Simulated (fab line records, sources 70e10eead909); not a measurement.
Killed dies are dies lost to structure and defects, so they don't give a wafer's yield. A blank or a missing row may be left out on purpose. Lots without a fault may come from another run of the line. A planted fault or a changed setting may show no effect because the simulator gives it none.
A struck lot beside a sound one | flow nand_harc | 40 steps out of a route of 1302
Sound: wafers L962.3, L962.4, L962.6. Struck: wafer L968.1. (L968.3, L968.6 of the same lot were not struck and are left out.) The cause comes at the end.
At each step with rows: each side's tool, then ch and its chambers, then its first start. Under that, the readings that differ: sound wafers | struck wafers | difference of the means | sigmas: that difference in standard deviations of wafers without a fault.
alike: readings whose means differ by less than 2 such deviations, and words and numbers that are the same on both sides. not compared: withheld readings, readings that some wafer has no value for, bounds like >300 that may hide the same value, and numbers for which the record gives no deviation and whose values overlap.
The two part at a step that has a row with sigmas, a row that says differs or no value, or rows on one side only. Numbers that don't overlap but have no deviation are shown without sigmas and don't part them. A reading that every wafer of one side lacks parts them only if that side has two wafers or more.

NHARC_P_CONTACT_CD_MEAS_19:
  sound on cd_sem-01, day 6 19:17; struck on cd_sem-03, day 9 06:01
  alike: cd_nm
then, 4 steps without rows for these wafers: NHARC_P_CONTACT_STRIP_28 (strips in O2); NHARC_P_CONTACT_STRIP_29 (strips in post etch residue remover, time 1200 s); NHARC_P_CONTACT_DEGAS_38 (time 60 s); NHARC_P_CONTACT_PRE_CLEAN_39 (time 19.5 s).
NHARC_P_CONTACT_PVD_32: deposits Ti, target thk 5 nm, time 17.7 s.
  sound on pvd_sputter-01; struck on pvd_sputter-01
  alike: throttle_valve_pct
then, 2 steps without rows for these wafers: NHARC_P_CONTACT_ALD_22 (deposits TiN, target thk 3 nm, pulse time 1 s, ald cycles 150); NHARC_P_CONTACT_CVD_23 (deposits W, target thk 200 nm, time 557 s).
NHARC_P_CONTACT_CMP_24: polishes, t overpolish 30 s, target thk 200 nm.
  sound on cmp-02 ch 1,3, day 6 21:06; struck on cmp-03 ch 2, day 9 07:52
  reading             | sound          | struck | difference | sigmas
  motor_current_A (A) | 14.5 12.4 13.7 | 11.6   | -1.9       | -2
  alike: overpolish_run_s, time_to_endpoint_s
then, 1 step without rows for these wafers: NHARC_P_CONTACT_SRD_26.
NHARC_P_CONTACT_INSPECT_27:
  sound on defect_inspect-02, day 6 21:29; struck on defect_inspect-01, day 9 08:14
  alike: raw_defect_count
NHARC_P_M0_DEP_00: deposits SiOC, target thk 150 nm.
  sound on pecvd-02 ch 0,1, day 6 21:32; struck on pecvd-02 ch 0,1,2, day 9 08:19
then, 9 steps without rows for these wafers: NHARC_P_M0_DEHYDRATE_01 (time 120 s); NHARC_P_M0_HMDS_02 (time 30 s); NHARC_P_M0_COAT_33 (time 65 s); NHARC_P_M0_COAT_03 (resist thk 90 nm); NHARC_P_M0_SOFTBAKE_04 (time 55 s); NHARC_P_M0_EBR_05; NHARC_P_M0_EXPOSE_06 (exposes mask P M0, target cd 90 nm); NHARC_P_M0_PEB_07 (peb time 65 s); NHARC_P_M0_DEVELOP_08 (develop time 35 s).
NHARC_P_M0_CD_MEAS_09: target cd 90 nm.
  sound on cd_sem-01 ch 0, day 6 22:16; struck on cd_sem-03 ch 0, day 9 09:01
  alike: cd_nm
NHARC_P_M0_OVL_MEAS_10: pitch 180 nm.
  sound on overlay-01, day 6 22:20; struck on overlay-02, day 9 09:07
  reading           | sound          | struck | difference | sigmas
  overlay_y_nm (nm) | -1.2 -1.8 -1.2 | 1.5    | +2.9       | +4
  alike: overlay_x_nm
NHARC_P_M0_INSPECT_11:
  sound on defect_inspect-02, day 6 22:23; struck on defect_inspect-02, day 9 09:08
  alike: raw_defect_count
NHARC_P_M0_DESCUM_14: chemistry O2, time 3 s.
  sound on rie_diel-01 ch 0,2,3, day 6 22:28; struck on rie_diel-05 ch 2, day 9 09:13
  reading                | sound                | struck | difference | sigmas
  throttle_valve_pct (%) | 11.303 11.332 11.312 | 11.295 | -0.021     | -2
  alike: drypump_motor_current_A, mfc_ar_sccm, oes_product_au, rf_vpp_V, showerhead_plenum_p_Torr
  not compared: rf_hours_counter_h
then, 1 step without rows for these wafers: NHARC_P_M0_ETCH_34 (etches the open film in N2/H2, target depth 40 nm, overetch 12 nm, time 43.94 s).
NHARC_P_M0_ETCH_15: etches the open film in C4F8/Ar, target depth 150 nm, overetch 15 nm, time 82.5 s.
  sound on rie_diel-01 ch 1,2,3; struck on rie_diel-05 ch 0
  alike: oes_product_au, rf_vpp_V
  not compared: rf_hours_counter_h
NHARC_P_M0_CD_MEAS_16:
  sound on cd_sem-01, day 6 22:45; struck on cd_sem-02, day 9 09:30
  alike: cd_nm
then, 8 steps without rows for these wafers: NHARC_P_M0_STRIP_18 (strips in N2/H2); NHARC_P_M0_STRIP_19 (strips in post etch residue remover, time 600 s); NHARC_P_M0_DEGAS_28 (time 60 s); NHARC_P_M0_PRE_CLEAN_29 (time 30 s); NHARC_P_M0_PVD_20 (deposits TaN, target thk 5 nm, time 8.06 s); NHARC_P_M0_PVD_21 (deposits Cu, target thk 30 nm, time 20.49 s); NHARC_P_M0_ECD_22 (material Cu, target thk 400 nm); NHARC_P_M0_ANNEAL_30 (time 90 s).
NHARC_P_M0_CMP_23: polishes, t overpolish 20 s, target thk 117.54 nm.
  sound on cmp-03 ch 0,2,3, day 7 00:28; struck on cmp-03 ch 2, day 9 11:14
  alike: motor_current_A, time_to_endpoint_s
then, 1 step without rows for these wafers: NHARC_P_M0_SRD_25.
NHARC_P_M0_INSPECT_27:
  sound on defect_inspect-02, day 7 00:55; struck on defect_inspect-02, day 9 11:41
  alike: raw_defect_count
-- the record jumps here: 18 days lie between the struck wafers' starts before and after (it left off in module P_M0 and takes up again in module END, whose first step shown is number 1302 of the route) --
NHARC_END_SORT_01:
  the record has rows for the struck wafers here (prober-02 ch 0, day 27 21:37) and none for the sound ones

WHERE THEY PART
First at NHARC_P_CONTACT_CMP_24; last, within this record, at NHARC_END_SORT_01.

WHY: what the simulator had put in
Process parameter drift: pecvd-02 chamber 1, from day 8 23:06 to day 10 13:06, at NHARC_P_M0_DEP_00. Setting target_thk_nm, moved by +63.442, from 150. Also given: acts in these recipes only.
